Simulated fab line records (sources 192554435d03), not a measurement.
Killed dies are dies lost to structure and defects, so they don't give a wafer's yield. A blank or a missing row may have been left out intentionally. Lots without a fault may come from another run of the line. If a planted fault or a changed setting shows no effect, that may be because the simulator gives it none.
Split-lot trial ; flow n5Finfet ; 21 wafers read from 7 lots, route of 1938 steps

## THE SPLIT
At N5_BEOL_M0_SAQP_ETCH_106 (etches SOC in N2/H2, stops on SiNx, target depth 150 nm), the setting targetDepthA was moved away from the recipe's 1500 angstrom on 9 of the 21 wafers read, by -10.9% to +3.8%. The other wafers ran this setting at the recipe's value.

The file shows no step between the split and the reading.

## THE READING
SOC_of_BEOL_M0_SAQP_COAT_105.thkNm (the simulator's own value, which no gauge read), in nm, at N5_BEOL_M0_SAQP_ETCH_107 (etches SiNx in CH3F/O2, target depth 30 nm). The file does not state a usual value for it. Here, 12 wafers ran the recipe; their average is 13.8 nm with a standard deviation of 2.1 nm.

wafer;tool, chamber at the split;targetDepthA as run, angstrom;against the recipe;SOC_of_BEOL_M0_SAQP_COAT_105.thkNm, nm;against lot-mates on the recipe
L081.1;rieDiel-05, 0;1500;recipe;17;-
L081.2;rieDiel-05, 2;1557;+3.8%;9.4;-5.1
L081.3;rieDiel-05, 1;1500;recipe;12;-
L083.2;rieDiel-05, 1;1500;recipe;11.8;-
L083.3;rieDiel-05, 3;1500;recipe;12.4;-
L083.4;rieDiel-05, 2;1551;+3.4%;8.8;-3.3
L087.1;rieDiel-01, 2;1500;recipe;13.4;-
L087.2;rieDiel-01, 3;1336;-10.9%;23.2;+9.8
L087.4;rieDiel-01, 2;1336;-10.9%;21.8;+8.4
L091.1;rieDiel-05, 0;1500;recipe;17.2;-
L091.5;rieDiel-05, 0;1500;recipe;17.2;-
L091.2;rieDiel-05, 1;1500;recipe;12.6;-
L093.2;rieDiel-05, 3;1500;recipe;12.4;-
L093.3;rieDiel-05, 2;1356;-9.6%;20.2;+7.8
L093.4;rieDiel-05, 1;1356;-9.6%;20;+7.6
L094.1;rieDiel-01, 1;1500;recipe;14.6;-
L094.2;rieDiel-01, 3;1500;recipe;14.4;-
L094.4;rieDiel-01, 3;1376;-8.3%;21.4;+6.9
L096.1;rieDiel-04, 2;1500;recipe;11.2;-
L096.2;rieDiel-04, 1;1406;-6.3%;15.8;+4.6
L096.3;rieDiel-04, 0;1406;-6.3%;15.6;+4.4

THE FIT
A straight line over all 21 wafers: SOC_of_BEOL_M0_SAQP_COAT_105.thkNm changes by -0.764 nm for each +1% of targetDepthA; r = -0.88; the points scatter about the line by 2 nm.
The same after taking each lot's own level away (the mean of its wafers on the recipe; 21 wafers): -0.846 nm for each +1%; r = -0.95; scatter 1.3 nm.
The reading moves by 9.2 nm for the largest change in targetDepthA, on that fit.
The span of the lots' own levels, 11.20 to 15.67 nm, comes to 2.1 times the standard deviation stated above.
Consequently the slope shifts little with the lot-to-lot level, the two slopes agreeing.
Check: for one of the wafers moved furthest among these (-10.9%), held out of the fit, the line's prediction against its lot-mates is +8.8 nm. Against them it came out at +9.8 nm.

## THESE WAFERS: OTHER SPLITS
These wafers also went through other splits before the reading. Each is held against what the fit with the lots' levels taken away leaves over:
other split on the same wafers;wafers away from the commonest value;r with SOC_of_BEOL_M0_SAQP_COAT_105.thkNm (lot level and that fit taken away)
N5_MOL_CONTACT_COAG_EXPOSE_05 doseMj;3;-0.12
N5_MOL_CONTACT_COAG_CONTACT_ETCH_14 sourceW;4;-0.06
N5_MOL_CONTACT_COAG_ETCH_91 sourceW;5;+0.05
N5_BEOL_M0_SAQP_SPACER1_ALD_98 aldCycles;3;-0.09

## THE WHOLE CHAIN: every reading that the file lists as answering this split, in the file's order
step;what it does;reading;change (the file's fit);r (the file's)
N5_BEOL_M0_SAQP_ETCH_106;etches SOC in N2/H2, stops on SiNx, target depth 150 nm;SOC_of_BEOL_M0_SAQP_COAT_105.thkNm (the simulator's own value, which no gauge read);-0.831 nm for each +1% of the setting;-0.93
N5_BEOL_M0_SAQP_ETCH_107;etches SiNx in CH3F/O2, target depth 30 nm;SOC_of_BEOL_M0_SAQP_COAT_105.thkNm (the simulator's own value, which no gauge read);-0.838 nm for each +1% of the setting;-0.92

## THE FILE'S OWN FIT
SOC_of_BEOL_M0_SAQP_COAT_105.thkNm changes by -0.838 nm for each +1% of targetDepthA, r = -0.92.
